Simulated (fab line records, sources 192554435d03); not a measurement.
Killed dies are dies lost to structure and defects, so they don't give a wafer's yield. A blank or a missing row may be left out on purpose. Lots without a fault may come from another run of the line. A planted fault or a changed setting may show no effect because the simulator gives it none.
Chamber matching | flow n5_finfet | N5_BEOL_M4_ETCH_64 on rie_diel-03: 4 sister chambers
The step etches SOC in N2/H2, target depth 75 nm, overetch 22.5 nm, time 121.9 s. 4 wafers are shown with their chamber, then 12 later ones without.

WAFERS WITH THEIR CHAMBER
wafer  | chamber | drypump_motor_current_A (A)
L085.1 | 1       | 6.1
L085.6 | 3       | 6.0
L086.4 | 2       | 5.6
L086.5 | 0       | 5.5

WAFERS WITHOUT THEIR CHAMBER
wafer  | drypump_motor_current_A (A)
L089.1 | 6.0
L089.2 | 5.6
L089.3 | 6.1
L089.4 | 5.5
L089.5 | 5.6
L089.6 | 6.0
L090.1 | 6.1
L090.2 | 5.5
L090.3 | 5.6
L090.4 | 6.0
L090.5 | 5.6
L090.6 | 6.2

WHICH CHAMBER EACH WENT THROUGH
wafer  | from the rows above | in truth
L089.1 | 3                   | 3
L089.2 | 2                   | 2
L089.3 | 1                   | 1
L089.4 | 0                   | 0
L089.5 | 2                   | 2
L089.6 | 3                   | 3
L090.1 | 1                   | 1
L090.2 | 0                   | 0
L090.3 | 2                   | 2
L090.4 | 3                   | 3
L090.5 | 2                   | 2
L090.6 | 1                   | 1
Placed correctly: 12 of 12. Can't be placed from these rows: 0. Placed wrongly: 0.
How it was worked out, from the rows above alone: a wafer's distance from a chamber is the root of the sum, over the readings, of the square of ((its reading less the chamber's mean) divided by the reading's scatter). The wafer belongs to the nearest chamber; if the next one is less than 2 further off, it can't be placed. A chamber's mean is the mean of its shown wafers. The scatter: with one shown wafer a chamber, the root of the mean of the squares of how far each hidden wafer lies from its nearest shown one.
